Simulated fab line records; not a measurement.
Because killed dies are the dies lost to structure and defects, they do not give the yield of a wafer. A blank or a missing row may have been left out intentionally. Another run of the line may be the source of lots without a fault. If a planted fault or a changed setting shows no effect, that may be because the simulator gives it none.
Split-lot experiment | flow n5Finfet | 21 wafers read from 7 lots, route of 1938 steps

## THE SPLIT
At N5_SD_EPI_N_ETCH_45 (etches SiOCN in CH3F/O2, target depth 6 nm), the setting targetDepthA was moved away from the recipe's 60 angstrom on 5 of the 21 wafers read, by -10.8% to +11.1%. For the rest of the wafers, this setting stayed at what the recipe calls for.

Reading taken at the split's own step.

## THE READING
etch.depthNm (the simulator's own value, which no gauge read), in nm, at N5_SD_EPI_N_ETCH_45 (etches SiOCN in CH3F/O2, target depth 6 nm). The file gives no usual value for it. Across the 16 wafers here that went through the recipe, the average is 5.993 nm and the standard deviation 0.074 nm.

wafer  | tool, chamber at the split | targetDepthA as run, angstrom | against the recipe | etch.depthNm, nm | against lot-mates on the recipe
L079.1 | rieDiel-04, 3              | 60                            | recipe             | 6.062            | -
L079.2 | rieDiel-04, 1              | 55.19                         | -8.0%              | 5.421            | -0.556
L079.6 | rieDiel-04, 1              | 60                            | recipe             | 5.892            | -
L081.3 | rieDiel-01, 0              | 60                            | recipe             | 5.859            | -
L081.5 | rieDiel-01, 2              | 60                            | recipe             | 5.982            | -
L081.6 | rieDiel-01, 0              | 60                            | recipe             | 5.851            | -
L082.1 | rieDiel-04, 3              | 54.19                         | -9.7%              | 5.543            | -0.450
L082.2 | rieDiel-04, 1              | 60                            | recipe             | 5.958            | -
L082.3 | rieDiel-04, 0              | 60                            | recipe             | 6.029            | -
L086.3 | rieDiel-01, 2              | 60                            | recipe             | 5.996            | -
L086.5 | rieDiel-01, 2              | 60                            | recipe             | 5.996            | -
L086.6 | rieDiel-01, 3              | 60                            | recipe             | 6.017            | -
L088.1 | rieDiel-01, 2              | 60                            | recipe             | 6.062            | -
L088.2 | rieDiel-01, 3              | 60                            | recipe             | 6.086            | -
L088.4 | rieDiel-01, 3              | 60                            | recipe             | 6.036            | -
L093.3 | rieDiel-01, 1              | 53.5                          | -10.8%             | 5.414            | -0.581
L093.4 | rieDiel-01, 2              | 60                            | recipe             | 5.995            | -
L093.5 | rieDiel-01, 1              | 53.5                          | -10.8%             | 5.426            | -0.569
L095.1 | rieDiel-04, 2              | 60                            | recipe             | 6.114            | -
L095.2 | rieDiel-04, 3              | 66.64                         | +11.1%             | 6.73             | +0.698
L095.4 | rieDiel-04, 0              | 60                            | recipe             | 5.95             | -

FIT RESULTS
A straight line over all 21 wafers: etch.depthNm changes by +0.0578 nm for each +1% of targetDepthA; r = +0.96; the points scatter about the line by 0.081 nm.
The same after taking each lot's own level away (the mean of its wafers on the recipe; 21 wafers): +0.0567 nm for each +1%; r = +0.98; scatter 0.061 nm.
That fit puts the effect of the largest move of targetDepthA on the reading at 0.63 nm.
The lots' own levels span 5.8973 to 6.0613 nm, that is 2.2 times the standard deviation above.
Consequently the slope shifts little with the lot-to-lot level, the two slopes agreeing.
Check: for one of the wafers moved furthest among these (+11.1%), held out of the fit, the line's prediction against its lot-mates is +0.596 nm. It came out at +0.698 nm against them.

## FURTHER SPLITS ON THESE WAFERS
Other splits were also applied to these wafers ahead of the reading. Each is held against what the fit with the lots' levels taken away leaves over:
other split on the same wafers        | wafers away from the commonest value | r with etch.depthNm (lot level and that fit taken away)
N5_ZERO_LAYER_EXPOSE_08 doseMj        | 5                                    | -0.06
N5_ZERO_LAYER_DEVELOP_10 developTimeS | 3                                    | +0.18
N5_WELL_APT_PEB_23 pebTimeS           | 7                                    | +0.28
N5_FIN_SAQP_EXPOSE_13 doseMj          | 8                                    | -0.29
N5_FIN_CUT_CUT_ETCH_26 sourceW        | 8                                    | +0.07
N5_SPACER0_ALD_08 targetThkA          | 6                                    | -0.05
N5_SD_EPI_N_PEB_07 pebTempC           | 10                                   | +0.02
N5_SD_EPI_N_DESCUM_14 timeS           | 7                                    | +0.33

## FILE'S OWN FIT
etch.depthNm changes by +0.0572 nm for each +1% of targetDepthA, r = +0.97.
